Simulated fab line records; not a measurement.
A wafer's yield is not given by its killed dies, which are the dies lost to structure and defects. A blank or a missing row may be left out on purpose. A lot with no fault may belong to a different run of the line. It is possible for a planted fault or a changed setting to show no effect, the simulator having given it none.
Which tool is to blame? | flow nand_harc | 13 lots with 39 wafers sampled at 4 steps, on a route of 1159 steps

== WHAT THE GAUGES SHOWED, per wafer ==
NHARC_END_SORT_01. Usual: defect_limited_yield 95.2 %, standard deviation 1.3; killed_at_array 29, standard deviation 9.4; killed_at_other 0.7, standard deviation 1.3; killed_at_periphery 2.9, standard deviation 2.1; killed_dies 32, standard deviation 9; killed_open 3.3, standard deviation 1.8; killed_short 1.9, standard deviation 1.4; sort_bin_2_pct 1.4 %, standard deviation 0.53; sort_bin_3_pct 0.28 %, standard deviation 0.21; sort_bin_4_pct 3.1 %, standard deviation 0.91; sort_n_pass 645, standard deviation 9; sort_rim_yield_pct 97.4 %, standard deviation 1.7; sort_yield_pct 95.2 %, standard deviation 1.3.
lot  | measured     | on        | defect_limited_yield (%) | killed_at_array | killed_at_other | killed_at_periphery | killed_dies | killed_open | killed_short | sort_bin_2_pct (%) | sort_bin_3_pct (%) | sort_bin_4_pct (%) | sort_n_pass | sort_rim_yield_pct (%) | sort_yield_pct (%) | flag
L779 | day 21 23:13 | prober-02 | 80.8 81.1 86.4           | 17 21 14        | 2 0 3           | 111 107 75          | 130 128 92  | 3 6 3       | 4 4 1        | 8.3 7.4 5.2        | 4.58 4.43 3.55     | 6.4 7.1 4.9        | 547 549 585 | 98.1 95.3 83.0         | 80.8 81.1 86.4     | OFF
L783 | day 21 23:14 | prober-01 | 83.2 80.5 81.5           | 35 24 21        | 0 1 0           | 79 107 104          | 114 132 125 | 4 0 2       | 3 3 0        | 6.9 8.6 8.4        | 3.40 4.14 4.73     | 6.5 6.8 5.3        | 563 545 552 | 83.0 92.5 87.7         | 83.2 80.5 81.5     | OFF

== WHAT TOOL EACH LOT RAN ON (gives the tool, then ch and the chambers of the sampled wafers, and finally the start) ==
lot  | NHARC_P_M0_PVD_21            | NHARC_A_M1_PRE_CLEAN_30                 | NHARC_A_BONDPAD_DESCUM_11
L773 | pvd_sputter-02, day 5 15:52  | pvd_sputter-03, day 18 14:40 or earlier | rie_diel-12 ch 1,3, day 18 14:40
L776 | pvd_sputter-01, day 6 16:06  | pvd_sputter-02, day 19 21:59 or earlier | rie_diel-03 ch 0,1,3, day 19 21:59
L775 | pvd_sputter-01, day 6 16:45  | pvd_sputter-03, day 18 23:59 or earlier | rie_diel-03 ch 2,3, day 18 23:59
L777 | pvd_sputter-02, day 6 19:48  | pvd_sputter-03, day 19 06:10 or earlier | rie_diel-03 ch 0,1, day 19 06:10
L774 | pvd_sputter-01, day 6 20:03  | pvd_sputter-03, day 19 09:31 or earlier | rie_diel-03 ch 1,3, day 19 09:31
L779 | pvd_sputter-01, day 7 13:35  | pvd_sputter-01, day 20 09:05 or earlier | rie_diel-03 ch 1,2,3, day 20 09:05
L783 | pvd_sputter-01, day 9 01:38  | pvd_sputter-02, day 20 13:41 or earlier | rie_diel-12 ch 0,1,2, day 20 13:41
L787 | pvd_sputter-02, day 9 15:38  | pvd_sputter-03, day 22 10:47 or earlier | rie_diel-03 ch 2,3, day 22 10:47
L789 | pvd_sputter-03, day 9 20:55  | pvd_sputter-02, day 22 14:25 or earlier | rie_diel-03 ch 1,2,3, day 22 14:25
L792 | pvd_sputter-02, day 10 09:58 | pvd_sputter-01, day 22 09:56 or earlier | rie_diel-03 ch 2,3, day 22 09:56
L795 | pvd_sputter-03, day 11 03:23 | pvd_sputter-02, day 22 22:16 or earlier | rie_diel-03 ch 1,3, day 22 22:16
L794 | pvd_sputter-03, day 11 03:56 | pvd_sputter-02, day 23 04:51 or earlier | rie_diel-03 ch 0,2,3, day 23 04:51
L796 | pvd_sputter-03, day 12 02:59 | pvd_sputter-01, day 23 20:20 or earlier | rie_diel-03 ch 0,1,2, day 23 20:20
- NHARC_P_M0_PVD_21: deposits Cu, target thk 30 nm, time 20.49 s.
- NHARC_A_M1_PRE_CLEAN_30: time 30 s.
- NHARC_A_BONDPAD_DESCUM_11: chemistry O2, time 3 s.

== WHAT THE TOOLS THEMSELVES READ (means of the sampled wafers that have a number; where no wafer has one, the mark that the record gives instead) ==
NHARC_P_M0_PVD_21. Usual: 29.8 % for throttle_valve_pct, sd 1.2.
lot  | tool           | throttle_valve_pct (%) | flag
L773 | pvd_sputter-02 | 29.7                   |
L776 | pvd_sputter-01 | 28.3                   |
L775 | pvd_sputter-01 | 28.4                   |
L777 | pvd_sputter-02 | 29.0                   |
L774 | pvd_sputter-01 | 29.2                   |
L779 | pvd_sputter-01 | 29.0                   |
L783 | pvd_sputter-01 | 30.1                   |
L787 | pvd_sputter-02 | 28.8                   |
L789 | pvd_sputter-03 | 30.0                   |
L792 | pvd_sputter-02 | 29.8                   |
L795 | pvd_sputter-03 | 31.5                   |
L794 | pvd_sputter-03 | 30.1                   |
L796 | pvd_sputter-03 | 30.7                   |

NHARC_A_M1_PRE_CLEAN_30. Usual: 432 W for heater_power_w, sd 55.
lot  | tool           | heater_power_w (W) | flag
L773 | pvd_sputter-03 | 453                |
L776 | pvd_sputter-02 | 481                |
L775 | pvd_sputter-03 | 409                |
L777 | pvd_sputter-03 | 427                |
L774 | pvd_sputter-03 | 427                |
L779 | pvd_sputter-01 | 407                |
L783 | pvd_sputter-02 | 456                |
L787 | pvd_sputter-03 | 427                |
L789 | pvd_sputter-02 | 391                |
L792 | pvd_sputter-01 | 415                |
L795 | pvd_sputter-02 | 476                |
L794 | pvd_sputter-02 | 392                |
L796 | pvd_sputter-01 | 397                |

NHARC_A_BONDPAD_DESCUM_11. Usual: drypump_motor_current_A 5.57 A, standard deviation 0.29; oes_product_au 1.001 a.u., standard deviation 0.0077; rf_vpp_V 57.9 V, standard deviation 0.82; showerhead_plenum_p_Torr 1.95 Torr, standard deviation 0.081; throttle_valve_pct 11.311 %, standard deviation 0.0092.
lot  | tool        | drypump_motor_current_A (A) | oes_product_au (a.u.) | rf_vpp_V (V) | showerhead_plenum_p_Torr (Torr) | throttle_valve_pct (%) | flag
L773 | rie_diel-12 | 5.90                        | 0.999                 | 57.2         | 1.99                            | 11.315                 |
L776 | rie_diel-03 | 5.54                        | 0.998                 | 58.0         | 1.93                            | 11.310                 |
L775 | rie_diel-03 | 5.69                        | 1.006                 | 58.1         | 2.02                            | 11.316                 |
L777 | rie_diel-03 | 5.49                        | 0.993                 | 58.5         | 1.90                            | 11.320                 |
L774 | rie_diel-03 | 5.40                        | 0.993                 | 57.4         | 1.89                            | 11.312                 |
L779 | rie_diel-03 | 5.53                        | 0.998                 | 57.7         | 1.96                            | 11.308                 |
L783 | rie_diel-12 | 5.96                        | 1.009                 | 58.0         | 1.97                            | 11.309                 |
L787 | rie_diel-03 | 5.70                        | 1.003                 | 57.6         | 2.03                            | 11.312                 |
L789 | rie_diel-03 | 5.54                        | 1.003                 | 58.6         | 1.96                            | 11.310                 |
L792 | rie_diel-03 | 5.71                        | 1.004                 | 58.6         | 2.03                            | 11.312                 |
L795 | rie_diel-03 | 5.40                        | 0.998                 | 57.8         | 1.89                            | 11.310                 |
L794 | rie_diel-03 | 5.66                        | 1.004                 | 58.4         | 2.00                            | 11.312                 |
L796 | rie_diel-03 | 5.50                        | 0.999                 | 58.0         | 1.93                            | 11.316                 |

== THE ANSWER, worked out from the rows above alone ==
Rule: take the mean of a lot's wafers that have a number; if it is more than 3 standard deviations from the usual mean, the lot is off. A lot without any number at a reading at which 4 lots or more have one is off too. Any other lot the step has rows for is counted as sound. Order of review: gauges by route order, followed by the tools' own readings, for which a lot's mean as printed above is used. The first step at which some lot is off is used, and at that step the reading that is off furthest; a lot without a number counts as furthest.
Off, at NHARC_END_SORT_01 on killed_at_periphery: L779, L783. Neither off nor sound, because the step has no rows for them: L773, L776, L775, L777, L774, L787, L789, L792, L795, L794, L796.
A tool fits if, at a process step before that reading, it ran every lot that is off, and no sound lot after the first of them. The gauges at NHARC_END_SORT_01 are tried like those tools. NHARC_A_M1_PRE_CLEAN_30: start missing for some lots; hours and lot order therefore follow NHARC_A_BONDPAD_DESCUM_11. One fits: pvd_sputter-01 at NHARC_P_M0_PVD_21. It ran no sound lot before its first lot that is off in this sample, so the start can't be narrowed down.

== WHAT THE SIMULATOR HAD PUT IN ==
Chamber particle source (pvd_sputter-01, NHARC_P_M0_PVD_21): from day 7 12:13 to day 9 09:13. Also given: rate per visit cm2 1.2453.
Lots struck among those shown: L779, L783. This agrees with what the rule above found.
